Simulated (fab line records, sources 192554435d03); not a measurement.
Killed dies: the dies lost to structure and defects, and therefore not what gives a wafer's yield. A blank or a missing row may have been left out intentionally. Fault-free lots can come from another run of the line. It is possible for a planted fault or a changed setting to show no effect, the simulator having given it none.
Chamber matching || flow n5-finfet || rie-diel-06 running N5_SD_EPI_P_ETCH_47: 4 sister chambers
The step etches SiOCN in CH3F/O2, target depth 25 nm. 18 wafers are shown with their chamber, then 9 later ones without.

## WAFERS, EACH WITH ITS CHAMBER
{"wafer": "L077.1", "chamber": 1, "showerhead-plenum-p-Torr (Torr)": 2.13, "drypump-motor-current-A (A)": 6.7, "rf-vpp-V (V)": 131.0}
{"wafer": "L077.2", "chamber": 2, "showerhead-plenum-p-Torr (Torr)": 1.98, "drypump-motor-current-A (A)": 5.6, "rf-vpp-V (V)": 127.1}
{"wafer": "L077.5", "chamber": 0, "showerhead-plenum-p-Torr (Torr)": 1.97, "drypump-motor-current-A (A)": 5.8, "rf-vpp-V (V)": 128.0}
{"wafer": "L079.2", "chamber": 3, "showerhead-plenum-p-Torr (Torr)": 1.96, "drypump-motor-current-A (A)": 5.9, "rf-vpp-V (V)": 125.7}
{"wafer": "L079.4", "chamber": 1, "showerhead-plenum-p-Torr (Torr)": 2.13, "drypump-motor-current-A (A)": 6.6, "rf-vpp-V (V)": 131.7}
{"wafer": "L079.5", "chamber": 3, "showerhead-plenum-p-Torr (Torr)": 1.96, "drypump-motor-current-A (A)": 5.9, "rf-vpp-V (V)": 127.7}
{"wafer": "L082.2", "chamber": 2, "showerhead-plenum-p-Torr (Torr)": 1.98, "drypump-motor-current-A (A)": 5.7, "rf-vpp-V (V)": 126.8}
{"wafer": "L082.3", "chamber": 1, "showerhead-plenum-p-Torr (Torr)": 2.12, "drypump-motor-current-A (A)": 6.6, "rf-vpp-V (V)": 129.7}
{"wafer": "L082.6", "chamber": 2, "showerhead-plenum-p-Torr (Torr)": 1.98, "drypump-motor-current-A (A)": 5.7, "rf-vpp-V (V)": 127.6}
{"wafer": "L084.4", "chamber": 0, "showerhead-plenum-p-Torr (Torr)": 1.97, "drypump-motor-current-A (A)": 5.8, "rf-vpp-V (V)": 125.6}
{"wafer": "L084.5", "chamber": 0, "showerhead-plenum-p-Torr (Torr)": 1.97, "drypump-motor-current-A (A)": 5.8, "rf-vpp-V (V)": 124.8}
{"wafer": "L084.6", "chamber": 1, "showerhead-plenum-p-Torr (Torr)": 2.12, "drypump-motor-current-A (A)": 6.6, "rf-vpp-V (V)": 131.0}
{"wafer": "L088.1", "chamber": 2, "showerhead-plenum-p-Torr (Torr)": 1.98, "drypump-motor-current-A (A)": 5.7, "rf-vpp-V (V)": 128.3}
{"wafer": "L088.4", "chamber": 2, "showerhead-plenum-p-Torr (Torr)": 1.98, "drypump-motor-current-A (A)": 5.7, "rf-vpp-V (V)": 127.2}
{"wafer": "L088.5", "chamber": 3, "showerhead-plenum-p-Torr (Torr)": 1.96, "drypump-motor-current-A (A)": 5.9, "rf-vpp-V (V)": 128.1}
{"wafer": "L090.3", "chamber": 0, "showerhead-plenum-p-Torr (Torr)": 1.97, "drypump-motor-current-A (A)": 5.8, "rf-vpp-V (V)": 125.4}
{"wafer": "L090.4", "chamber": 3, "showerhead-plenum-p-Torr (Torr)": 1.95, "drypump-motor-current-A (A)": 5.9, "rf-vpp-V (V)": 126.4}
{"wafer": "L090.6", "chamber": 0, "showerhead-plenum-p-Torr (Torr)": 1.97, "drypump-motor-current-A (A)": 5.8, "rf-vpp-V (V)": 127.0}

SIGNATURES (means of the wafers above)
{"reading": "showerhead-plenum-p-Torr", "chamber 0": 1.9700, "chamber 1": 2.1250, "chamber 2": 1.9800, "chamber 3": 1.9575, "scatter within a chamber": 0.00354}
{"reading": "drypump-motor-current-A", "chamber 0": 5.800, "chamber 1": 6.625, "chamber 2": 5.680, "chamber 3": 5.900, "scatter within a chamber": 0.0333}
{"reading": "rf-vpp-V", "chamber 0": 126.160, "chamber 1": 130.850, "chamber 2": 127.400, "chamber 3": 126.975, "scatter within a chamber": 1}
Rule: a wafer's distance from a chamber is the root of the sum, over the readings, of the square of ((its reading less the chamber's mean) divided by the reading's scatter). The wafer belongs to the nearest chamber; if the next one is less than 2 further off, it can't be placed. The scatter is the square root of a quotient: the sum, over the shown wafers, of each reading's squared deviation from its chamber's mean, divided by wafers minus chambers.

## WAFERS WHOSE CHAMBER IS MISSING
{"wafer": "L091.1", "showerhead-plenum-p-Torr (Torr)": 1.96, "drypump-motor-current-A (A)": 5.8, "rf-vpp-V (V)": 127.5}
{"wafer": "L091.2", "showerhead-plenum-p-Torr (Torr)": 1.95, "drypump-motor-current-A (A)": 5.9, "rf-vpp-V (V)": 126.5}
{"wafer": "L091.6", "showerhead-plenum-p-Torr (Torr)": 1.96, "drypump-motor-current-A (A)": 5.8, "rf-vpp-V (V)": 128.3}
{"wafer": "L094.1", "showerhead-plenum-p-Torr (Torr)": 2.12, "drypump-motor-current-A (A)": 6.6, "rf-vpp-V (V)": 130.7}
{"wafer": "L094.4", "showerhead-plenum-p-Torr (Torr)": 1.98, "drypump-motor-current-A (A)": 5.6, "rf-vpp-V (V)": 128.2}
{"wafer": "L094.6", "showerhead-plenum-p-Torr (Torr)": 1.98, "drypump-motor-current-A (A)": 5.6, "rf-vpp-V (V)": 127.3}
{"wafer": "L096.3", "showerhead-plenum-p-Torr (Torr)": 1.95, "drypump-motor-current-A (A)": 5.9, "rf-vpp-V (V)": 127.2}
{"wafer": "L096.4", "showerhead-plenum-p-Torr (Torr)": 1.97, "drypump-motor-current-A (A)": 5.7, "rf-vpp-V (V)": 127.6}
{"wafer": "L096.6", "showerhead-plenum-p-Torr (Torr)": 1.95, "drypump-motor-current-A (A)": 5.9, "rf-vpp-V (V)": 128.8}

## CHAMBER TAKEN BY EACH
{"wafer": "L091.1", "from the rows above": "can't be placed: 0 or 3", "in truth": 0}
{"wafer": "L091.2", "from the rows above": 3, "in truth": 3}
{"wafer": "L091.6", "from the rows above": "can't be placed: 3 or 0", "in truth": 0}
{"wafer": "L094.1", "from the rows above": 1, "in truth": 1}
{"wafer": "L094.4", "from the rows above": 2, "in truth": 2}
{"wafer": "L094.6", "from the rows above": 2, "in truth": 2}
{"wafer": "L096.3", "from the rows above": 3, "in truth": 3}
{"wafer": "L096.4", "from the rows above": "can't be placed: 2 or 0", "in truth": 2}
{"wafer": "L096.6", "from the rows above": 3, "in truth": 3}
6 of 9 placed correctly. Not placeable from these rows: 3 (in 3, the candidates include the true chamber). Wrongly placed: 0.
